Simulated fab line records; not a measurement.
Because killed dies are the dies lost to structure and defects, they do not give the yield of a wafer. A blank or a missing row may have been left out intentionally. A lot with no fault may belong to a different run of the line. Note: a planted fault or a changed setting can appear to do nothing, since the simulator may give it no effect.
Split-lot experiment    flow n5-finfet    on a route of 1938 steps: 7 lots, 21 wafers read

== SPLIT DETAILS ==
At N5_DUMMY_GATE_COAT_28 (time 60 s, resist thk 10 nm), the setting spin-rpm was moved away from the recipe's 1500 rpm on 5 of the 21 wafers read, by -10.2% to +8.6%. This setting was run at the recipe's value on the other wafers.

The split's own step is where the reading is taken.

== THE READING ==
underlayer_of_DUMMY_GATE_COAT_28.thk-nm (the simulator's own value, which no gauge read), in nm, at N5_DUMMY_GATE_COAT_28 (time 60 s, resist thk 10 nm). No usual value for it is given in the file.

wafer   tool, chamber at the split  spin-rpm as run, rpm  against the recipe  underlayer_of_DUMMY_GATE_COAT_28.thk-nm, nm  against lot-mates on the recipe
L077.2  litho-track-01, 0           1500                  recipe              10                                           -
L077.4  litho-track-01, 0           1500                  recipe              10                                           -
L077.3  litho-track-01, 0           1629                  +8.6%               9.6                                          -0.4
L078.1  litho-track-02, 0           1500                  recipe              10                                           -
L078.2  litho-track-02, 0           1500                  recipe              10                                           -
L078.6  litho-track-02, 0           1500                  recipe              10                                           -
L079.2  litho-track-01, 0           1500                  recipe              10                                           -
L079.5  litho-track-01, 0           1366                  -8.9%               10.4                                         +0.4
L079.6  litho-track-01, 0           1366                  -8.9%               10.4                                         +0.4
L080.3  litho-track-05, 0           1500                  recipe              10                                           -
L080.4  litho-track-05, 0           1500                  recipe              10                                           -
L080.5  litho-track-05, 0           1500                  recipe              10                                           -
L083.2  litho-track-05, 0           1500                  recipe              10                                           -
L083.3  litho-track-05, 0           1500                  recipe              10                                           -
L083.5  litho-track-05, 0           1500                  recipe              10                                           -
L084.1  litho-track-02, 0           1500                  recipe              10                                           -
L084.2  litho-track-02, 0           1347                  -10.2%              10.6                                         +0.6
L084.4  litho-track-02, 0           1347                  -10.2%              10.6                                         +0.6
L085.2  litho-track-02, 0           1500                  recipe              10                                           -
L085.5  litho-track-02, 0           1500                  recipe              10                                           -
L085.6  litho-track-02, 0           1500                  recipe              10                                           -

THE FIT
A straight line over all 21 wafers: underlayer_of_DUMMY_GATE_COAT_28.thk-nm changes by -0.0514 nm for each +1% of spin-rpm; r = -0.99; the points scatter about the line by 0.032 nm.
The same after taking each lot's own level away (the mean of its wafers on the recipe; 21 wafers): -0.0514 nm for each +1%; r = -0.99; scatter 0.032 nm.
The reading moves by 0.52 nm for the largest change in spin-rpm, on that fit.
The lots' own levels span 10.00 to 10.00 nm.
So the lot-to-lot level changes the slope little: the two slopes agree.
Check: +0.506 nm against its lot-mates is what the line predicts for one of the wafers moved furthest among these (-10.2%) when that wafer is left out of the fit. It came out at +0.6 nm against them.

== ADDITIONAL SPLITS CARRIED BY THESE WAFERS ==
These wafers also went through other splits before the reading. Each is held against what the fit with the lots' levels taken away leaves over:
other split on the same wafers          wafers away from the commonest value  r with underlayer_of_DUMMY_GATE_COAT_28.thk-nm (lot level and that fit taken away)
N5_WELL_APT_COAT_19 spin-rpm            5                                     -0.25
N5_WELL_APT_EXPOSE_22 dose-mj           4                                     +0.18
N5_PMOS_HMC_CHANNEL_EPI_ETCH_32 bias-w  5                                     -0.09
N5_FIN_CUT_ETCH_21 bias-w               5                                     -0.12
N5_DUMMY_GATE_COAT_35 spin-rpm          5                                     +0.00

== FILE'S OWN FIT ==
underlayer_of_DUMMY_GATE_COAT_28.thk-nm changes by -0.0509 nm for each +1% of spin-rpm, r = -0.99.
